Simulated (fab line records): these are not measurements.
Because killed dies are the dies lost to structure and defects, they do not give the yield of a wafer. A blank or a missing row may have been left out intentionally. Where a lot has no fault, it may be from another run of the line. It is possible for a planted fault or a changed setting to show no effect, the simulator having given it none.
A struck lot beside a sound one / flow n5-finfet / 15 out of 1938 route steps
Sound: these wafers, L961.3, L961.4, L961.6. Struck: wafer L965.5. (L965.1, L965.2 of the same lot were not struck and are left out.) The cause comes at the end.
Order at every step that has rows: each side's tool, ch and its chambers, its first start. Under that, the readings that differ: sound wafers / struck wafers / difference of the means / sigmas: that difference in standard deviations of wafers without a fault.
alike: words and numbers the same on both sides, and readings whose means are apart by under 2 such deviations; not compared: readings that were withheld, readings missing a value for some wafer, numbers with overlapping values and no deviation given by the record, and bounds like >300 which may hide the same value.
A row with sigmas, a row that says differs or no value, or rows on one side alone: a step with any of these is where the two part. Numbers that have no deviation but don't overlap get no sigmas and don't part them. A reading that every wafer of one side lacks parts them only if that side has two wafers or more.

N5_MOL_CONTACT_COAG_INSPECT_97: inspects for defects (darkfield).
  sound on defect-inspect-02, day 6 23:10; struck on defect-inspect-02, day 7 16:56
  alike: raw-defect-count
N5_BEOL_M0_SAQP_PECVD_00: deposits SiCN from 3MS/NH3, target thk 8 nm, time 14 s.
  sound on pecvd-02 ch 0,2, day 6 23:28; struck on pecvd-02 ch 0, day 7 17:16
reading=showerhead-plenum-p-Torr (Torr); sound=3.653 3.656 3.687; struck=3.700; difference=+0.035; sigmas=+2
  alike: throttle-valve-pct
  not compared: since-wet-clean-h
N5_BEOL_M0_SAQP_ILD_DEP_01: deposits SiOC from DEMS/O2, target thk 45.419 nm, time 8.7 s.
  sound on pecvd-02 ch 0,2, day 6 23:29; struck on pecvd-02 ch 0, day 7 17:17
  alike: heater-power-w, showerhead-plenum-p-Torr, throttle-valve-pct
  not compared: since-wet-clean-h
N5_BEOL_M0_SAQP_HM_DEP_02: deposits TiN, target thk 12 nm.
  sound on pvd-sputter-03, day 7 02:11; struck on pvd-sputter-02, day 7 18:59
  alike: throttle-valve-pct
N5_BEOL_M0_SAQP_PECVD_03: deposits SiCN from 3MS/NH3, target thk 12 nm, time 21.1 s.
  sound on pecvd-02 ch 1,2, day 7 02:19; struck on pecvd-01 ch 1, day 7 19:07
  alike: showerhead-plenum-p-Torr, throttle-valve-pct
  not compared: since-wet-clean-h
then, 1 step without rows for these wafers: N5_BEOL_M0_SAQP_PECVD_96 (deposits a-Si from SiH4/He, target thk 45 nm, time 45.2 s).
N5_BEOL_M0_SAQP_PECVD_97: deposits SiNx from SiH4/NH3/N2, target thk 23 nm, time 19.9 s.
  sound on pecvd-02 ch 1,2, day 7 02:23; struck on pecvd-01 ch 1, day 7 19:11
  alike: heater-power-w, showerhead-plenum-p-Torr, throttle-valve-pct
  not compared: since-wet-clean-h
then, 1 step without rows for these wafers: N5_BEOL_M0_SAQP_PECVD_04 (deposits a-Si from SiH4/He, target thk 60 nm, time 60.2 s).
N5_BEOL_M0_SAQP_THK_MEAS_05:
  sound on film-metro-02, day 7 02:32; struck on film-metro-02, day 7 19:19
  alike: thk-nm
then, 2 steps without rows for these wafers: N5_BEOL_M0_SAQP_HM_DEP_111 (deposits SiO2 from SiH4/N2O, target thk 12 nm, time 7.2 s); N5_BEOL_M0_SAQP_COAT_81 (time 60 s, resist thk 100 nm).
N5_BEOL_M0_SAQP_COAT_82: time 60 s, resist thk 30 nm.
  sound on litho-track-02 ch 0, day 7 02:38; struck on litho-track-02 ch 0, day 7 19:26
reading=run-length-s (s); sound=65.86 65.89 66.08; struck=81.43; difference=+15.49; sigmas=+99 or more
then, 1 step without rows for these wafers: N5_BEOL_M0_SAQP_COAT_08 (resist thk 90 nm).
-- record jumps: 3 days separate the struck wafers' starts on either side; left off in module BEOL_M0_SAQP, taken up again in module BEOL_M4, whose first shown step is the route's number 1111 --
N5_BEOL_M4_RC_MEAS_101:
  sound on prober-02 ch 0, day 9 08:29; struck on prober-01 ch 0, day 10 09:22
  alike: DIBL_N, DIBL_P, IOFF_N, IOFF_P, ION_N, ION_P, SS_N, SS_P, VT_N, VT_P
N5_PASSIVATION_PROBE_49:
  sound wafers here have rows in the record (prober-02, day 13 21:31); struck ones have none

WHERE THEY PART
First at N5_BEOL_M0_SAQP_PECVD_00; last, within this record, at N5_PASSIVATION_PROBE_49.

WHY: whatever the simulator had introduced
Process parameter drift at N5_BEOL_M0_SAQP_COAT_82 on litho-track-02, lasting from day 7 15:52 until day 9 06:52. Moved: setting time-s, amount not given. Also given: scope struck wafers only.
